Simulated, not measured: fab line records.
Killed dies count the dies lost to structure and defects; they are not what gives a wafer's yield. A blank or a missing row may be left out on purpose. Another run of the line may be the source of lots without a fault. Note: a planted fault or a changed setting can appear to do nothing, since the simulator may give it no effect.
fab line records ; flow n5_finfet
record: lots: 7; wafers: 21
route steps=1938 shown BEOL_M11@1543 BEOL_M12@1639 BEOL_M13@1680 BEOL_M14@1763 BEOL_M15@1819 PASS1_CAP@1874 TV_LITHO@1879 PASSIVATION@1930
start_h: hours from the record's opening day to when the first of the lot's shown wafers began ; wait_h: how many hours have passed since the lot's step before this one ; " the same as in the row above ; L1.1+2: a single row standing in for several wafers ; - either no value or no given start ; * or withheld: withheld ; < > ~ a bound
route shown NAME@n: a module of which the file shows steps, and the number in the route of the first ; usual: average and standard deviation across the fault-free wafers ; same: alike in all rows ; chamber/n: place in a boat ; sites: per-site readings ; _std_site: their standard deviation ; _edge_site: the outer-site mean with the inner-site mean subtracted ; radius_mm: for every site, how far away it sits from the centre of the wafer ; mask NAME#n: copy n ; behind: tool/chamber where the wafer was last shaped ; hold: reason for holding the lot/hours on hold/outcome of the hold ; device: names the non-switching transistor (n, p or np) ; end of line: at the end of the route, the tests of the same wafers ; a step without rows: its recipe alone ; killed: at the first sort, the dies lost to defects and structure; wafer yield is something else ; map: dies across one wafer; x = killed, . = not, _ = none there
set.NAME: setting as actually run; set.NAME@STEP: the setting as run at that earlier step ; model.NAME: the simulator's own value behind a step, which no gauge read
lots where settings were altered on purpose, with a table for each step and a row for each wafer
== steps ==
step: N5_BEOL_M11_COAT_05
recipe: resist: CAR-ArF; spin_rpm: 1500; resist_thk_nm: 90
lot.wafer;tool;chamber;start_h;wait_h;set.spin_rpm;model.CAR-ArF_of_BEOL_M11_COAT_05.thk_nm
L076.2;litho_track-04;0;-;-;1500;90
L076.3;litho_track-04;0;-;-;1404;93.2
L076.4;litho_track-04;0;-;-;1500;89.8
L078.1+5;litho_track-03;0;-;-;1500;90.2
L078.2;litho_track-03;0;-;-;1500;90.4
L079.1;litho_track-04;0;-;-;1427;92.4
L079.3;litho_track-04;0;-;-;1500;90
L079.5;litho_track-04;0;-;-;1500;90.2
L080.3;litho_track-04;0;-;-;1500;90.4
L080.5;litho_track-04;0;-;-;1349;95.2
L080.6;litho_track-04;0;-;-;1349;94.8
L085.2+4;litho_track-04;0;-;-;1383;94
L085.5;litho_track-04;0;-;-;1383;93.8
L087.1;litho_track-04;0;-;-;1355;94.6
L087.2;litho_track-04;0;-;-;1355;95
L087.6;litho_track-04;0;-;-;1500;90.4
L091.1;litho_track-03;0;-;-;1500;89.8
L091.2;litho_track-03;0;-;-;1433;92.2
L091.4;litho_track-03;0;-;-;1500;90.2
step: N5_BEOL_M11_EBR_07
recipe: solvent: PGMEA; ebr_width_mm: 1.5
step: N5_BEOL_M11_SOFTBAKE_06
recipe: temp_c: 110; time_s: 60; resist: CAR-ArF
step: N5_BEOL_M11_DESCUM_16
recipe: chemistry: O2; time_s: 7.9; source_power_w: 50; bias_power_w: 20; pressure_mtorr: 20; rf_frequency_hz: 2.712e+07; temp_c: 40; resist: CAR-ArF; o2_flow_sccm: 225
lot.wafer;tool;chamber;start_h;wait_h;set.spin_rpm@BEOL_M11_COAT_05;model.CAR-ArF_of_BEOL_M11_COAT_05.thk_nm
L076.2;rie_diel-03;3;236.85;0.0;1500;83.6
L076.3;rie_diel-03;2;236.85;0.0;1404;86.8
L076.4;rie_diel-03;0;236.85;0.0;1500;83.4
L078.1+5;rie_diel-06;3,2;256.01;0.0;1500;83.8
L078.2;rie_diel-06;2;256.01;0.0;1500;84
L079.1;rie_diel-02;0;257.09;0.0;1427;85.8
L079.3+5;rie_diel-02;2,3;257.09;0.0;1500;83.6
L080.3;rie_diel-03;0;270.24;0.0;1500;83.8
L080.5;rie_diel-03;1;270.24;0.0;1349;88.6
L080.6;rie_diel-03;0;270.24;0.0;1349;88.4
L085.2;rie_diel-03;2;302.97;0.0;1383;87.6
L085.4;rie_diel-03;1;302.97;0.0;1383;87.4
L085.5;rie_diel-03;0;302.97;0.0;1383;87.2
L087.1;rie_diel-02;3;317.52;0.0;1355;88
L087.2;rie_diel-02;2;317.52;0.0;1355;88.4
L087.6;rie_diel-02;2;317.52;0.0;1500;84
L091.1;rie_diel-02;1;332.92;0.3;1500;83.4
L091.2;rie_diel-02;0;332.92;0.3;1433;85.6
L091.4;rie_diel-02;2;332.92;0.3;1500;83.8
step: N5_BEOL_M12_TRENCH_ETCH_34
recipe: chemistry: C4F8/O2/Ar; target: SiOC; target_depth_a: 3189.5; mask_material: SOC; pressure_mtorr: 30; source_w: 3000; bias_w: 700; Ar_flow_sccm: 400; C4F8_flow_sccm: 15; O2_flow_sccm: 8; he_inner_torr: 15; he_outer_torr: 30; time_s: 125.5; ion_energy_ev: 250
lot.wafer;tool;chamber;start_h;wait_h;set.time_s;model.etch.depth_nm
L076.2;rie_diel-04;3;244.75;0.0;125.5;322
L076.3;rie_diel-04;2;244.75;0.0;125.5;313.3
L076.4;rie_diel-04;0;244.75;0.0;125.5;318.6
L078.1;rie_diel-04;2;263.48;0.0;125.5;316.4
L078.2;rie_diel-04;1;263.48;0.0;125.5;324.4
L078.5;rie_diel-04;2;263.48;0.0;125.5;317.6
L079.1;rie_diel-04;0;265.05;0.0;125.5;321
L079.3;rie_diel-04;3;265.05;0.0;125.5;322.6
L079.5;rie_diel-04;3;265.05;0.0;152.1;392.4
L080.3;rie_diel-05;2;278.31;0.0;125.5;315.3
L080.5;rie_diel-05;2;278.31;0.0;103.6;262.8
L080.6;rie_diel-05;0;278.31;0.0;103.6;264.6
L085.2;rie_diel-04;3;312.82;0.0;125.5;323.6
L085.4;rie_diel-04;1;312.82;0.0;125.5;322.9
L085.5;rie_diel-04;2;312.82;0.0;125.5;317.2
L087.1;rie_diel-01;2;326.31;0.0;150.9;382.4
L087.2;rie_diel-01;0;326.31;0.0;125.5;316
L087.6;rie_diel-01;3;326.31;0.0;125.5;312
L091.1;rie_diel-05;3;340.34;0.0;105.9;268.1
L091.2;rie_diel-05;2;340.34;0.0;125.5;310.7
L091.4;rie_diel-05;0;340.34;0.0;125.5;316.3
step: N5_BEOL_M12_STRIP_70
recipe: chemistry: C4F8/O2/Ar; resist: SiARC; rf_frequency_hz: 6e+07
step: N5_BEOL_M12_OCD_MEAS_35
usual: trench_depth_nm: 319/5
lot.wafer;tool;chamber;start_h;wait_h;set.time_s@BEOL_M12_TRENCH_ETCH_34;trench_depth_nm
L076.2;ocd-02;-;244.90;0.0;125.5;323
L076.3;ocd-02;-;244.90;0.0;125.5;314
L076.4;ocd-02;-;244.90;0.0;125.5;318
L078.1;ocd-01;-;263.63;0.0;125.5;316
L078.2;ocd-01;-;263.63;0.0;125.5;325
L078.5;ocd-01;-;263.63;0.0;125.5;317
L079.1;ocd-01;-;265.20;0.0;125.5;321
L079.3;ocd-01;-;265.20;0.0;125.5;322
L079.5;ocd-01;-;265.20;0.0;152.1;392
L080.3;ocd-01;-;278.47;0.0;125.5;315
L080.5;ocd-01;-;278.47;0.0;103.6;262
L080.6;ocd-01;-;278.47;0.0;103.6;265
L085.2;ocd-01;-;312.97;0.0;125.5;324
L085.4;ocd-01;-;312.97;0.0;125.5;323
L085.5;ocd-01;-;312.97;0.0;125.5;318
L087.1;ocd-02;-;326.46;0.0;150.9;383
L087.2;ocd-02;-;326.46;0.0;125.5;316
L087.6;ocd-02;-;326.46;0.0;125.5;312
L091.1;ocd-01;-;340.49;0.0;105.9;268
L091.2;ocd-01;-;340.49;0.0;125.5;310
L091.4;ocd-01;-;340.49;0.0;125.5;317
step: N5_BEOL_M12_SPUTTER_45
recipe: material: Cu; target_thk_a: 800; temp_c: -20; bias_v: 60; power_w: 26000; chamber_pressure_pa: 0.13; time_s: 13.33
lot.wafer;tool;chamber;start_h;wait_h;set.time_s
L076.2;pvd_sputter-02;-;249.05;0.0;14.73
L076.3+4;pvd_sputter-02;-;249.05;0.0;13.33
L078.1+2+5;pvd_sputter-03;-;266.66;0.0;13.33
L079.1;pvd_sputter-03;-;271.21;4.1;13.33
L079.3+5;pvd_sputter-03;-;271.21;4.1;11.85
L080.3+5;pvd_sputter-02;-;279.73;0.0;15.24
L080.6;pvd_sputter-02;-;279.73;0.0;13.33
L085.2+4+5;pvd_sputter-01;-;313.79;0.0;13.33
L087.1+6;pvd_sputter-01;-;329.20;0.0;11.4
L087.2;pvd_sputter-01;-;329.20;0.0;13.33
L091.1;pvd_sputter-01;-;346.15;0.0;15.01
L091.2+4;pvd_sputter-01;-;346.15;0.0;13.33
step: N5_BEOL_M12_ECD_47
recipe: material: Cu; target_thk_a: 7200
step: N5_BEOL_M12_ANNEAL_48
recipe: temp_c: 225; time_s: 90; ambient: N2
step: N5_BEOL_M12_PRE_CLEAN_52
recipe: gas: NH3; time_s: 15; temp_c: withheld; rf_power_w: 300
step: N5_BEOL_M12_DEP_53
recipe: material: SiCN; target_thk_a: 300; temp_c: withheld; precursor: 3MS/NH3; pressure_torr: 3; rf_w: 675; time_s: 10.5
step: N5_BEOL_M12_RS_MEAS_54
recipe: thk_meas_gauge: four-point-probe; reads: Cu_of_BEOL_M12_ECD_47+Ta_of_BEOL_M12_SPUTTER_44+TaN_of_BEOL_M12_SPUTTER_43
usual: M12_RS: 0.0600/0.001
lot.wafer;tool;chamber;start_h;wait_h;set.time_s@BEOL_M12_TRENCH_ETCH_34;M12_RS[ohm/sq]
L076.2;film_metro-02;-;250.21;0.0;125.5;0.0592
L076.3;film_metro-02;-;250.21;0.0;125.5;0.0617
L076.4;film_metro-02;-;250.21;0.0;125.5;0.0601
L078.1;film_metro-01;-;267.71;0.0;125.5;0.0607
L078.2;film_metro-01;-;267.71;0.0;125.5;0.0588
L078.5;film_metro-01;-;267.71;0.0;125.5;0.0603
L079.1;film_metro-01;-;272.18;0.0;125.5;0.0593
L079.3;film_metro-01;-;272.18;0.0;125.5;0.0589
L079.5;film_metro-01;-;272.18;0.0;152.1;0.0484
L080.3;film_metro-02;-;280.89;0.0;125.5;0.0613
L080.5;film_metro-02;-;280.89;0.0;103.6;0.0740
L080.6;film_metro-02;-;280.89;0.0;103.6;0.0734
L085.2;film_metro-02;-;314.78;0.0;125.5;0.0594
L085.4;film_metro-02;-;314.78;0.0;125.5;0.0589
L085.5;film_metro-02;-;314.78;0.0;125.5;0.0600
L087.1;film_metro-01;-;330.74;0.0;150.9;0.0500
L087.2;film_metro-01;-;330.74;0.0;125.5;0.0610
L087.6;film_metro-01;-;330.74;0.0;125.5;0.0612
L091.1;film_metro-02;-;347.18;0.0;105.9;0.0715
L091.2;film_metro-02;-;347.18;0.0;125.5;0.0619
L091.4;film_metro-02;-;347.18;0.0;125.5;0.0600
step: N5_BEOL_M13_COAT_65
recipe: resist: SOC; temp_c: 250; time_s: 60; spin_rpm: 1500; resist_thk_nm: 350
lot.wafer;tool;chamber;start_h;wait_h;set.spin_rpm;model.SOC_of_BEOL_M13_COAT_65.thk_nm
L076.2;litho_track-04;0;252.01;0.0;1438;358.6
L076.3;litho_track-04;0;252.01;0.0;1500;351.4
L076.4;litho_track-04;0;252.01;0.0;1438;358.4
L078.1;litho_track-04;0;269.10;0.0;1500;350.6
L078.2;litho_track-04;0;269.10;0.0;1500;350.8
L078.5;litho_track-04;0;269.10;0.0;1500;350
L079.1;litho_track-02;0;273.40;0.0;1500;351.6
L079.3;litho_track-02;0;273.40;0.0;1430;360
L079.5;litho_track-02;0;273.40;0.0;1500;351.4
L080.3;litho_track-02;0;282.58;0.0;1333;370.8
L080.5;litho_track-02;0;282.58;0.0;1500;350.6
L080.6;litho_track-02;0;282.58;0.0;1333;371.4
L085.2;litho_track-05;0;316.00;0.0;1500;352
L085.4;litho_track-05;0;316.00;0.0;1500;352.4
L085.5;litho_track-05;0;316.00;0.0;1500;351.6
L087.1;litho_track-02;0;332.15;0.0;1452;355.4
L087.2;litho_track-02;0;332.15;0.0;1500;348.8
L087.6;litho_track-02;0;332.15;0.0;1452;354.2
L091.1;litho_track-02;0;348.35;0.0;1352;369
L091.2;litho_track-02;0;348.35;0.0;1500;351
L091.4;litho_track-02;0;348.35;0.0;1352;369.2
step: N5_BEOL_M14_SPUTTER_44
recipe: material: Ta; target_thk_a: 150; temp_c: 50; bias_v: 80; power_w: 15000; chamber_pressure_pa: 0.07; time_s: 24.19
lot.wafer;tool;chamber;start_h;wait_h;set.power_w;model.Ta_of_BEOL_M14_SPUTTER_44.thk_nm
L076.2+3;pvd_sputter-03;-;259.71;0.0;15000;14.8
L076.4;pvd_sputter-03;-;259.71;0.0;15000;15
L078.1+2+5;pvd_sputter-02;-;279.33;0.0;15000;14.8
L079.1;pvd_sputter-03;-;281.01;0.0;17380;17.2
L079.3;pvd_sputter-03;-;281.01;0.0;15000;14.6
L079.5;pvd_sputter-03;-;281.01;0.0;17380;17.4
L080.3+5;pvd_sputter-01;-;289.84;0.0;15000;15.2
L080.6;pvd_sputter-01;-;289.84;0.0;15000;15
L085.2;pvd_sputter-03;-;328.82;0.0;15000;15.2
L085.4;pvd_sputter-03;-;328.82;0.0;16100;16.4
L085.5;pvd_sputter-03;-;328.82;0.0;16100;16
L087.1+2;pvd_sputter-02;-;343.52;0.0;15000;14.8
L087.6;pvd_sputter-02;-;343.52;0.0;12630;12.6
L091.1+2;pvd_sputter-03;-;358.75;0.0;15000;15
L091.4;pvd_sputter-03;-;358.75;0.0;16740;16.2
step: N5_BEOL_M15_SPUTTER_43
recipe: material: TaN; target_thk_a: 150; temp_c: 50; bias_v: 168.6; power_w: 15000; chamber_pressure_pa: 0.12; time_s: 24.19
lot.wafer;tool;chamber;start_h;wait_h;set.power_w;model.TaN_of_BEOL_M15_SPUTTER_43.thk_nm
L076.2+4;pvd_sputter-01;-;264.79;0.0;15000;15
L076.3;pvd_sputter-01;-;264.79;0.0;15000;15.2
L078.1+2;pvd_sputter-01;-;284.84;0.0;15000;15.2
L078.5;pvd_sputter-01;-;284.84;0.0;15000;15
L079.1;pvd_sputter-03;-;291.84;0.0;15000;15.4
L079.3;pvd_sputter-03;-;291.84;0.0;15000;15.2
L079.5;pvd_sputter-03;-;291.84;0.0;15000;14.8
L080.3;pvd_sputter-02;-;298.26;0.0;13140;13.4
L080.5;pvd_sputter-02;-;298.26;0.0;15000;15.2
L080.6;pvd_sputter-02;-;298.26;0.0;13140;13.6
L085.2;pvd_sputter-01;-;335.15;0.0;12840;12.8
L085.4;pvd_sputter-01;-;335.15;0.0;15000;15
L085.5;pvd_sputter-01;-;335.15;0.0;12840;13.2
L087.1;pvd_sputter-02;-;350.44;0.0;15000;15.2
L087.2+6;pvd_sputter-02;-;350.44;0.0;16530;16.6
L091.1+4;pvd_sputter-03;-;364.81;0.0;15000;15
L091.2;pvd_sputter-03;-;364.81;0.0;15000;15.2
step: N5_BEOL_M15_SPUTTER_44
recipe: material: Ta; target_thk_a: 150; temp_c: 50; bias_v: 80; power_w: 15000; chamber_pressure_pa: 0.07; time_s: 24.19
lot.wafer;tool;chamber;start_h;wait_h;set.power_w;model.Ta_of_BEOL_M15_SPUTTER_44.thk_nm
L076.2;pvd_sputter-01;-;264.87;0.0;12730;13.4
L076.3+4;pvd_sputter-01;-;264.87;0.0;15000;15.4
L078.1+2;pvd_sputter-01;-;284.92;0.0;15000;15.2
L078.5;pvd_sputter-01;-;284.92;0.0;15000;15.4
L079.1;pvd_sputter-03;-;291.92;0.0;15000;15
L079.3;pvd_sputter-03;-;291.92;0.0;15000;14.6
L079.5;pvd_sputter-03;-;291.92;0.0;16680;17
L080.3;pvd_sputter-02;-;298.34;0.0;12760;12.8
L080.5;pvd_sputter-02;-;298.34;0.0;12760;12.4
L080.6;pvd_sputter-02;-;298.34;0.0;15000;15
L085.2+4;pvd_sputter-01;-;335.23;0.0;16660;16.8
L085.5;pvd_sputter-01;-;335.23;0.0;15000;15.2
L087.1+2;pvd_sputter-02;-;350.52;0.0;13280;13.4
L087.6;pvd_sputter-02;-;350.52;0.0;13280;13.2
L091.1;pvd_sputter-03;-;364.89;0.0;16170;16.2
L091.2;pvd_sputter-03;-;364.89;0.0;15000;15
L091.4;pvd_sputter-03;-;364.89;0.0;15000;15.2
step: N5_PASSIVATION_PECVD_01
recipe: material: SiNx; target_thk_a: 2000; temp_c: 400; precursor: SiH4/NH3/N2; pressure_torr: 4.9; rf_w: 1406; time_s: 43.2
lot.wafer;tool;chamber;start_h;wait_h;set.time_s;model.SiNx_of_PASSIVATION_PECVD_01.thk_nm
L076.2;pecvd-03;2;273.35;0.0;47.85;226.2
L076.3;pecvd-03;0;273.35;0.0;43.2;198.4
L076.4;pecvd-03;0;273.35;0.0;47.85;224.6
L078.1;pecvd-04;0;292.11;0.0;43.2;198.4
L078.2;pecvd-04;2;292.11;0.0;43.2;201.2
L078.5;pecvd-04;1;292.11;0.0;43.2;203.6
L079.1;pecvd-03;2;301.14;0.0;43.2;201
L079.3;pecvd-03;0;301.14;0.0;43.2;197.2
L079.5;pecvd-03;2;301.14;0.0;43.2;206
L080.3;pecvd-04;2;304.65;0.0;38.19;180.4
L080.5;pecvd-04;1;304.65;0.0;38.19;181.6
L080.6;pecvd-04;0;304.65;0.0;43.2;204.6
L085.2;pecvd-03;0;341.25;0.0;48.58;221.4
L085.4;pecvd-03;1;341.25;0.0;48.58;227.2
L085.5;pecvd-03;0;341.25;0.0;43.2;199
L087.1;pecvd-04;0;359.77;0.0;43.2;196.8
L087.2;pecvd-04;1;359.77;0.0;43.2;199
L087.6;pecvd-04;2;359.77;0.0;43.2;202.6
L091.1;pecvd-02;1;372.74;0.0;43.2;197.4
L091.2;pecvd-02;0;372.74;0.0;41.39;188.2
L091.4;pecvd-02;1;372.74;0.0;41.39;191.4
step: N5_PASSIVATION_EXPOSE_07
recipe: mask_id: TV; na: 0.55; source_shape: conventional; sigma_outer: 0.8; polarization: unpolarized; defocus_nm: 0; target_cd_nm: 3000; dose_mj: 22.75
lot.wafer;tool;chamber;start_h;wait_h;mask;set.dose_mj
L076.2+3+4;krf_scanner-01;0;274.36;-;TV#0;22.75
L078.1+2+5;krf_scanner-01;0;296.56;-;TV#0;22.75
L079.1+3;krf_scanner-02;0;301.49;-;TV#0;22.75
L079.5;krf_scanner-02;0;301.49;-;TV#0;21.21
L080.3+5+6;krf_scanner-02;0;305.66;-;TV#0;21.53
L085.2;krf_scanner-02;0;341.73;-;TV#0;22.75
L085.4+5;krf_scanner-02;0;341.73;-;TV#0;21.28
L087.1+2;krf_scanner-02;0;360.55;-;TV#0;22.75
L087.6;krf_scanner-02;0;360.55;-;TV#0;21.28
L091.1+4;krf_scanner-01;0;373.69;-;TV#0;21.18
L091.2;krf_scanner-01;0;373.69;-;TV#0;22.75
step: N5_PASSIVATION_PEB_08
recipe: peb_temp_c: withheld; peb_time_s: *
step: N5_PASSIVATION_DEVELOP_09
recipe: develop_time_s: 60; rinse_liquid: diw; dry: air_spin; dev_temp_c: 21
step: N5_PASSIVATION_HARDBAKE_11
recipe: temp_c: 130; time_s: 120
step: N5_PASSIVATION_CD_MEAS_10
recipe: target_cd_nm: 3000; landing_energy_ev: 500; detector: se_inlens
usual: cd_nm: 2999.3/2.5
lot.wafer;tool;chamber;start_h;wait_h;set.dose_mj@PASSIVATION_EXPOSE_07;cd_nm
L076.2;cd_sem-03;0;274.53;-;22.75;3002.4
L076.3;cd_sem-03;0;274.53;-;22.75;2999.6
L076.4;cd_sem-03;0;274.53;-;22.75;3002.3
L078.1;cd_sem-03;0;296.73;-;22.75;3001.3
L078.2;cd_sem-03;0;296.73;-;22.75;3000.2
L078.5;cd_sem-03;0;296.73;-;22.75;2997.9
L079.1;cd_sem-02;0;301.67;-;22.75;3000.6
L079.3;cd_sem-02;0;301.67;-;22.75;3002.7
L079.5;cd_sem-02;0;301.67;-;21.21;2987.1
L080.3;cd_sem-02;0;305.83;-;21.53;2983.0
L080.5;cd_sem-02;0;305.83;-;21.53;2985.6
L080.6;cd_sem-02;0;305.83;-;21.53;2986.4
L085.2;cd_sem-01;0;341.91;-;22.75;2998.2
L085.4;cd_sem-01;0;341.91;-;21.28;2986.9
L085.5;cd_sem-01;0;341.91;-;21.28;2985.4
L087.1;cd_sem-01;0;360.72;-;22.75;2996.8
L087.2;cd_sem-01;0;360.72;-;22.75;2996.5
L087.6;cd_sem-01;0;360.72;-;21.28;2984.5
L091.1;cd_sem-02;0;373.87;-;21.18;2982.1
L091.2;cd_sem-02;0;373.87;-;22.75;3001.8
L091.4;cd_sem-02;0;373.87;-;21.18;2980.3
step: N5_PASSIVATION_DESCUM_12
recipe: chemistry: O2; time_s: 7.9; source_power_w: 50; bias_power_w: 20; pressure_mtorr: 20; rf_frequency_hz: 2.712e+07; temp_c: 40; o2_flow_sccm: 225
lot.wafer;tool;chamber;start_h;wait_h;set.dose_mj@PASSIVATION_EXPOSE_07;model.TV_LITHO.cd_nm
L076.2+4;rie_diel-03;2;274.62;0.0;22.75;3002
L076.3;rie_diel-03;0;274.62;0.0;22.75;2999
L078.1;rie_diel-06;0;296.82;0.0;22.75;3001
L078.2;rie_diel-06;1;296.82;0.0;22.75;3000
L078.5;rie_diel-06;3;296.82;0.0;22.75;2998
L079.1;rie_diel-02;0;301.76;0.0;22.75;3000
L079.3;rie_diel-02;1;301.76;0.0;22.75;3003
L079.5;rie_diel-02;3;301.76;0.0;21.21;2987
L080.3;rie_diel-03;2;306.01;0.1;21.53;2983
L080.5;rie_diel-03;0;306.01;0.1;21.53;2986
L080.6;rie_diel-03;1;306.01;0.1;21.53;2987
L085.2;rie_diel-02;1;341.99;0.0;22.75;2998
L085.4;rie_diel-02;0;341.99;0.0;21.28;2987
L085.5;rie_diel-02;0;341.99;0.0;21.28;2986
L087.1+2;rie_diel-03;2,3;360.89;0.1;22.75;2997
L087.6;rie_diel-03;3;360.89;0.1;21.28;2985
L091.1;rie_diel-02;1;374.21;0.3;21.18;2982
L091.2;rie_diel-02;0;374.21;0.3;22.75;3002
L091.4;rie_diel-02;2;374.21;0.3;21.18;2980
step: N5_PASSIVATION_ETCH_54
recipe: chemistry: CHF3/O2; target: SiO2; target_depth_a: 8800; CHF3_flow_sccm: 50; O2_flow_sccm: 5; Ar_flow_sccm: 200; time_s: 440; mask_material: PR; pressure_mtorr: 30; source_w: 650; bias_w: 170; ion_energy_ev: 200
lot.wafer;tool;chamber;start_h;wait_h;set.time_s;model.PASSIVATION.feature_depth_nm;model.etch.depth_nm
L076.2;rie_diel-05;0;278.81;0.1;397.1;798.4;798.4
L076.3;rie_diel-05;2;278.81;0.1;397.1;792.4;792.4
L076.4;rie_diel-05;1;278.81;0.1;397.1;750.4;750.5
L078.1;rie_diel-05;0;300.71;0.1;440;877.8;877.9
L078.2;rie_diel-05;1;300.71;0.1;440;824.8;824.8
L078.5;rie_diel-05;1;300.71;0.1;440;834.2;834.2
L079.1;rie_diel-01;3;305.67;0.1;377.1;742.6;742.7
L079.3;rie_diel-01;0;305.67;0.1;440;859.6;859.6
L079.5;rie_diel-01;1;305.67;0.1;440;863.6;863.7
L080.3;rie_diel-05;1;311.17;0.1;395.6;746.4;746.3
L080.5;rie_diel-05;1;311.17;0.1;440;839.8;839.7
L080.6;rie_diel-05;0;311.17;0.1;440;874.8;874.9
L085.2;rie_diel-04;2;346.34;0.1;440;883;883.1
L085.4;rie_diel-04;3;346.34;0.1;440;908.8;908.7
L085.5;rie_diel-04;3;346.34;0.1;440;916.6;916.6
L087.1;rie_diel-05;1;365.10;0.1;509.3;964.8;964.9
L087.2;rie_diel-05;3;365.10;0.1;440;886.2;886.2
L087.6;rie_diel-05;0;365.10;0.1;509.3;1022;1022
L091.1;rie_diel-04;0;378.31;0.1;440;863.4;863.3
L091.2;rie_diel-04;2;378.31;0.1;440;855.2;855.3
L091.4;rie_diel-04;3;378.31;0.1;440;892.6;892.6
== key ==
split: step: N5_BEOL_M11_COAT_05; setting: spin_rpm; stated: 1500; by: wafer
response: step: N5_BEOL_M11_COAT_05; reading: model.CAR-ArF_of_BEOL_M11_COAT_05.thk_nm; change: -0.469; per: 1%; r: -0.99
response: step: N5_BEOL_M11_DESCUM_16; reading: model.CAR-ArF_of_BEOL_M11_COAT_05.thk_nm; change: -0.461; per: 1%; r: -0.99
split: step: N5_BEOL_M12_TRENCH_ETCH_34; setting: time_s; stated: 125.5; by: wafer
response: step: N5_BEOL_M12_TRENCH_ETCH_34; reading: model.etch.depth_nm; change: +3.19; per: 1%; r: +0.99
response: step: N5_BEOL_M12_OCD_MEAS_35; reading: trench_depth_nm; change: +3.19; per: 1%; r: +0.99
response: step: N5_BEOL_M12_RS_MEAS_54; reading: M12_RS; change: -0.000592; per: 1%; r: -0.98
split: step: N5_BEOL_M12_SPUTTER_45; setting: time_s; stated: 13.33; by: wafer
response none clear
split: step: N5_BEOL_M13_COAT_65; setting: spin_rpm; stated: 1500; by: wafer
response: step: N5_BEOL_M13_COAT_65; reading: model.SOC_of_BEOL_M13_COAT_65.thk_nm; change: -1.83; per: 1%; r: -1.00
split: step: N5_BEOL_M14_SPUTTER_44; setting: power_w; stated: 15000; by: wafer
response: step: N5_BEOL_M14_SPUTTER_44; reading: model.Ta_of_BEOL_M14_SPUTTER_44.thk_nm; change: +0.143; per: 1%; r: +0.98
split: step: N5_BEOL_M15_SPUTTER_43; setting: power_w; stated: 15000; by: wafer
response: step: N5_BEOL_M15_SPUTTER_43; reading: model.TaN_of_BEOL_M15_SPUTTER_43.thk_nm; change: +0.138; per: 1%; r: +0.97
split: step: N5_BEOL_M15_SPUTTER_44; setting: power_w; stated: 15000; by: wafer
response: step: N5_BEOL_M15_SPUTTER_44; reading: model.Ta_of_BEOL_M15_SPUTTER_44.thk_nm; change: +0.154; per: 1%; r: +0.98
split: step: N5_PASSIVATION_PECVD_01; setting: time_s; stated: 43.2; by: wafer
response: step: N5_PASSIVATION_PECVD_01; reading: model.SiNx_of_PASSIVATION_PECVD_01.thk_nm; change: +2.15; per: 1%; r: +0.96
split: step: N5_PASSIVATION_EXPOSE_07; setting: dose_mj; stated: 22.75; by: wafer
response: step: N5_PASSIVATION_CD_MEAS_10; reading: cd_nm; change: +2.25; per: 1%; r: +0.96
response: step: N5_PASSIVATION_DESCUM_12; reading: model.TV_LITHO.cd_nm; change: +2.24; per: 1%; r: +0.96
split: step: N5_PASSIVATION_ETCH_54; setting: time_s; stated: 440; by: wafer
response: step: N5_PASSIVATION_ETCH_54; reading: model.PASSIVATION.feature_depth_nm; change: +8.14; per: 1%; r: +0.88
response: step: N5_PASSIVATION_ETCH_54; reading: model.etch.depth_nm; change: +8.14; per: 1%; r: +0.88
